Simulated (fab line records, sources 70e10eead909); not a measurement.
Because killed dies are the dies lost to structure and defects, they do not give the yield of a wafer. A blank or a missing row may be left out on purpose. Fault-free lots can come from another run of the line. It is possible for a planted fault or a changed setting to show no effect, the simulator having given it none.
Chamber matching / flow nand_harc / NHARC_A_BONDPAD_ETCH_12 on rie_diel-01 has 4 sister chambers
The step etches the open film in CHF3/O2, target depth 220 nm, time 110 s. 8 wafers are shown with their chamber, then 9 later ones without.

## WAFERS WITH THEIR CHAMBER
wafer=L337.6; chamber=1; drypump_motor_current_A (A)=6.3; rf_vpp_V (V)=367.1
wafer=L335.6; chamber=1; drypump_motor_current_A (A)=6.2; rf_vpp_V (V)=367.4
wafer=L338.3; chamber=0; drypump_motor_current_A (A)=5.3; rf_vpp_V (V)=367.8
wafer=L338.5; chamber=2; drypump_motor_current_A (A)=6.1; rf_vpp_V (V)=367.4
wafer=L340.5; chamber=3; drypump_motor_current_A (A)=5.6; rf_vpp_V (V)=373.3
wafer=L340.6; chamber=0; drypump_motor_current_A (A)=5.3; rf_vpp_V (V)=368.1
wafer=L341.4; chamber=3; drypump_motor_current_A (A)=5.6; rf_vpp_V (V)=374.2
wafer=L341.5; chamber=2; drypump_motor_current_A (A)=6.1; rf_vpp_V (V)=368.6

## WAFERS WHOSE CHAMBER IS MISSING
wafer=L341.6; drypump_motor_current_A (A)=5.6; rf_vpp_V (V)=371.9
wafer=L342.1; drypump_motor_current_A (A)=5.6; rf_vpp_V (V)=372.4
wafer=L342.3; drypump_motor_current_A (A)=6.3; rf_vpp_V (V)=366.5
wafer=L342.6; drypump_motor_current_A (A)=5.6; rf_vpp_V (V)=373.5
wafer=L348.1; drypump_motor_current_A (A)=5.3; rf_vpp_V (V)=366.8
wafer=L348.2; drypump_motor_current_A (A)=6.2; rf_vpp_V (V)=367.8
wafer=L348.6; drypump_motor_current_A (A)=6.3; rf_vpp_V (V)=366.4
wafer=L349.1; drypump_motor_current_A (A)=6.1; rf_vpp_V (V)=367.7
wafer=L349.5; drypump_motor_current_A (A)=5.6; rf_vpp_V (V)=374.2

## THE CHAMBER EACH PASSED THROUGH
wafer=L341.6; from the rows above=3; in truth=3
wafer=L342.1; from the rows above=3; in truth=3
wafer=L342.3; from the rows above=1; in truth=1
wafer=L342.6; from the rows above=3; in truth=3
wafer=L348.1; from the rows above=0; in truth=0
wafer=L348.2; from the rows above=can't be placed: 1 or 2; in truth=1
wafer=L348.6; from the rows above=1; in truth=1
wafer=L349.1; from the rows above=2; in truth=2
wafer=L349.5; from the rows above=3; in truth=3
Placed correctly: 8 of 9. Unplaceable from these rows: 1, with the true chamber sitting among the candidates in 1. Placed wrongly: 0.
How it was worked out, from the rows above alone: a wafer's distance from a chamber is the root of the sum, over the readings, of the square of ((its reading less the chamber's mean) divided by the reading's scatter). The wafer belongs to the nearest chamber; if the next one is less than 2 further off, it can't be placed. Each chamber's mean is taken over the wafers shown for it. The scatter is the square root of a quotient: the sum, over the shown wafers, of each reading's squared deviation from its chamber's mean, divided by wafers minus chambers.
